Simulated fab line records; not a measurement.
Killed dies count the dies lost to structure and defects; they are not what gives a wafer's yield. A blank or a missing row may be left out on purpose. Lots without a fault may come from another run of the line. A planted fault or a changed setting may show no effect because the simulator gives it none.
Which tool was responsible? | flow n5Finfet | 11 lots, 33 wafers sampled, at 4 steps of a route of 1938

WHAT THE GAUGES SHOWED, per wafer
The record holds no reading of a measuring or inspecting step that can be judged against a usual standard deviation.

WHAT TOOL EACH LOT RAN ON (gives the tool, then ch and the chambers of the sampled wafers, and finally the start)
lot  | N5_SDB_ETCH_17                   | N5_PASSIVATION_ETCH_59           | N5_PASSIVATION_DESCUM_46          | N5_PASSIVATION_PROBE_49
L751 | rieDiel-01 ch 1,3, day 4 03:58   | rieMetal-01 ch 0,1, day 12 05:30 | rieDiel-05 ch 1,3, day 12 06:54   | -
L754 | rieDiel-04 ch 2,3, day 4 17:08   | rieMetal-03 ch 0,1, day 12 08:49 | rieDiel-04 ch 0,2,3, day 12 10:08 | -
L755 | rieDiel-05 ch 0,1,2, day 5 03:20 | rieMetal-03 ch 0,1, day 12 22:28 | rieDiel-05 ch 0,2,3, day 12 23:43 | -
L757 | rieDiel-05 ch 0,2,3, day 5 18:47 | rieMetal-01 ch 0,1, day 13 15:34 | rieDiel-01 ch 1,2, day 13 17:25   | -
L758 | rieDiel-04 ch 0,3, day 5 20:38   | rieMetal-01 ch 0,1, day 13 14:41 | rieDiel-04 ch 1,2,3, day 13 15:57 | -
L761 | rieDiel-05 ch 1,2, day 6 13:14   | rieMetal-02 ch 1, day 14 11:38   | rieDiel-01 ch 0,2,3, day 14 13:01 | -
L762 | rieDiel-05 ch 1,2,3, day 6 19:41 | rieMetal-02 ch 1, day 15 11:47   | rieDiel-01 ch 0,1,3, day 15 13:12 | -
L764 | rieDiel-05 ch 0,2,3, day 7 08:14 | rieMetal-02 ch 1, day 15 17:41   | rieDiel-01 ch 0,3, day 15 19:23   | -
L766 | rieDiel-05 ch 0,1,3, day 7 19:04 | rieMetal-01 ch 0,1, day 15 17:08 | rieDiel-04 ch 0,2, day 15 18:23   | -
L769 | rieDiel-05 ch 2,3, day 8 13:02   | rieMetal-02 ch 0,1, day 16 18:42 | rieDiel-05 ch 0,2, day 16 20:07   | prober-02, day 16 23:14
L771 | rieDiel-04 ch 1,2, day 9 01:27   | rieMetal-02 ch 0,1, day 17 00:17 | rieDiel-01 ch 0,3, day 17 02:04   | -
- N5_SDB_ETCH_17: etches SiARC in CF4, target depth 23.4 nm, time 39 s.
- N5_PASSIVATION_ETCH_59: etches TaN in Cl2/BCl3, target depth 65 nm, time 34.9 s.
- N5_PASSIVATION_DESCUM_46: chemistry O2, time 7.9 s.
- N5_PASSIVATION_PROBE_49

WHAT THE TOOLS THEMSELVES READ (means of the sampled wafers that have a number; where no wafer has one, the mark that the record gives instead)
N5_SDB_ETCH_17.
lot  | tool       | drypumpMotorCurrentA (A) | etchRfOnTimeS (s) | oesProductAu (a.u.) | rfVppV (V) | showerheadPlenumPTorr (Torr) | throttleValvePct (%)
L751 | rieDiel-01 | 6.1                      | 38.4              | 0.73                | 184.4      | 2.14                         | 15.76
L754 | rieDiel-04 | 5.7                      | 38.9              | 0.61                | 185.0      | 2.21                         | 15.43
L755 | rieDiel-05 | 6.1                      | 39.5              | 0.68                | 184.5      | 2.15                         | 15.56
L757 | rieDiel-05 | 5.9                      | 39.3              | 0.70                | 184.1      | 2.16                         | 15.55
L758 | rieDiel-04 | 6.3                      | 39.6              | 0.62                | 183.8      | 2.10                         | 15.42
L761 | rieDiel-05 | 6.5                      | 39.3              | 0.64                | 184.8      | 2.17                         | 15.64
L762 | rieDiel-05 | 6.2                      | 39.1              | 0.65                | 185.2      | 2.20                         | 15.67
L764 | rieDiel-05 | 5.9                      | 39.7              | 0.69                | 184.1      | 2.16                         | 15.58
L766 | rieDiel-05 | 5.8                      | 39.8              | 0.65                | 183.6      | 2.17                         | 15.64
L769 | rieDiel-05 | 6.2                      | 39.2              | 0.66                | 184.7      | 2.17                         | 15.66
L771 | rieDiel-04 | 5.7                      | 38.7              | 0.71                | 184.1      | 2.16                         | 15.59

N5_PASSIVATION_ETCH_59.
lot  | tool        | drypumpMotorCurrentA (A) | oesProductAu (a.u.) | throttleValvePct (%)
L751 | rieMetal-01 | 5.6                      | 0.74                | 21.2
L754 | rieMetal-03 | 5.1                      | 0.71                | 21.7
L755 | rieMetal-03 | 5.1                      | 0.71                | 21.7
L757 | rieMetal-01 | 5.8                      | 0.75                | 21.3
L758 | rieMetal-01 | 5.8                      | 0.77                | 21.3
L761 | rieMetal-02 | 5.3                      | 0.79                | 21.0
L762 | rieMetal-02 | 5.3                      | 0.78                | 21.0
L764 | rieMetal-02 | 5.2                      | 0.78                | 21.0
L766 | rieMetal-01 | 5.6                      | 0.72                | 21.2
L769 | rieMetal-02 | 5.4                      | 0.74                | 20.8
L771 | rieMetal-02 | 5.4                      | 0.76                | 20.9

N5_PASSIVATION_DESCUM_46.
lot  | tool       | drypumpMotorCurrentA (A) | oesProductAu (a.u.) | rfVppV (V) | showerheadPlenumPTorr (Torr) | throttleValvePct (%)
L751 | rieDiel-05 | 6.0                      | 0.85                | 244.3      | 2.16                         | 20.3
L754 | rieDiel-04 | 6.0                      | 0.85                | 244.2      | 2.17                         | 20.0
L755 | rieDiel-05 | 5.9                      | 0.76                | 243.0      | 2.09                         | 20.5
L757 | rieDiel-01 | 6.6                      | 0.77                | 243.3      | 2.10                         | 20.7
L758 | rieDiel-04 | 5.7                      | 0.76                | 243.3      | 2.12                         | 20.3
L761 | rieDiel-01 | 5.7                      | 0.82                | 244.0      | 2.14                         | 20.5
L762 | rieDiel-01 | 5.7                      | 0.85                | 244.4      | 2.15                         | 20.6
L764 | rieDiel-01 | 5.2                      | 0.89                | 243.7      | 2.19                         | 20.4
L766 | rieDiel-04 | 6.3                      | 0.87                | 245.1      | 2.19                         | 19.9
L769 | rieDiel-05 | 6.3                      | 0.73                | 242.1      | 2.05                         | 20.4
L771 | rieDiel-01 | 5.2                      | 0.86                | 244.9      | 2.19                         | 20.4

N5_PASSIVATION_PROBE_49.
lot  | tool      | defectLimitedYield (%) | killed_at_M0_to_M3 | killed_at_M4_up | killedAtContacts | killedAtFrontEnd | killedAtOther | killedDies | killedOnRim | killedOpen | killedShort | sort_bin_5_function (%) | sort_bin_6_memory (%) | sortNPass | sortYieldPct (%)
L769 | prober-02 | 89.0                   | 39                 | 13              | 20               | 57               | 0.7           | 129        | 18          | 66         | 39          | 5.9                     | 3.8                   | 1051      | 89.0

THE ANSWER, worked out from the rows above alone
Rule: the usual values come from the lots themselves. The widest of any qualifying gaps counts: lots, ordered by their means at a reading, are off when they make up no more than a third of the lots, leave a main group of 4 or more, and stand apart from it by 3 or more times the standard deviation of that group's means. Not used: any main group whose means are identical at the precision the tables above print for the reading. A lot without any number at a reading at which 4 lots or more have one is off too. Any other lot the step has rows for is counted as sound. After the gauges, taken in route order, come the tools' own readings; for these a lot's mean is taken, as printed above. The first step at which some lot is off is used, and at that step the reading that is off furthest; a lot without a number counts as furthest.
Across all readings shown, no lot is off: no conclusion can be drawn from this.

WHAT HAD BEEN PUT IN BY THE SIMULATOR
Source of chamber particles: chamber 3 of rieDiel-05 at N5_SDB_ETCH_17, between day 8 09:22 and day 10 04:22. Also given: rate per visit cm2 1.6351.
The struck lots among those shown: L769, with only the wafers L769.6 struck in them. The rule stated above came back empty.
